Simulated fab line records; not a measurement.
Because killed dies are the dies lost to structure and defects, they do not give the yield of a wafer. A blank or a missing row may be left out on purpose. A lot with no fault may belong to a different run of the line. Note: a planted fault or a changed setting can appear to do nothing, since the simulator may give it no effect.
Matching of chambers | flow n5-finfet | N5_HKMG_FIN_ETCH_86 on rie-diel-05: 4 sister chambers
The step etches SOC in N2/H2, stops on TiN, target depth 393.2 nm. 4 wafers are shown with their chamber, then 10 later ones without.

## WAFERS WITH THEIR CHAMBER
wafer  | chamber | showerhead-plenum-p-Torr (Torr)
L078.6 | 1       | 2.54
L083.3 | 2       | 2.64
L086.3 | 0       | 2.60
L086.4 | 3       | 2.40

## WAFERS WITH NO CHAMBER GIVEN
wafer  | showerhead-plenum-p-Torr (Torr)
L086.5 | 2.54
L089.1 | 2.59
L089.3 | 2.53
L089.5 | 2.40
L090.2 | 2.59
L090.4 | 2.53
L090.6 | 2.40
L097.4 | 2.53
L097.5 | 2.39
L097.6 | 2.63

## WHICH CHAMBER EACH WENT THROUGH
wafer  | from the rows above | in truth
L086.5 | 1                   | 1
L089.1 | 0                   | 0
L089.3 | 1                   | 1
L089.5 | 3                   | 3
L090.2 | 0                   | 0
L090.4 | 1                   | 1
L090.6 | 3                   | 3
L097.4 | 1                   | 1
L097.5 | 3                   | 3
L097.6 | 2                   | 2
Correct placement for 10 of the 10. Left unplaced by these rows: 0. 0 placed wrongly.
How it was worked out, from the rows above alone: a wafer's distance from a chamber is the root of the sum, over the readings, of the square of ((its reading less the chamber's mean) divided by the reading's scatter). The wafer belongs to the nearest chamber; if the next one is less than 2 further off, it can't be placed. A chamber's mean is the mean of its shown wafers. The scatter: root of mean squared gap, hidden wafer to nearest shown wafer, with one shown wafer a chamber.
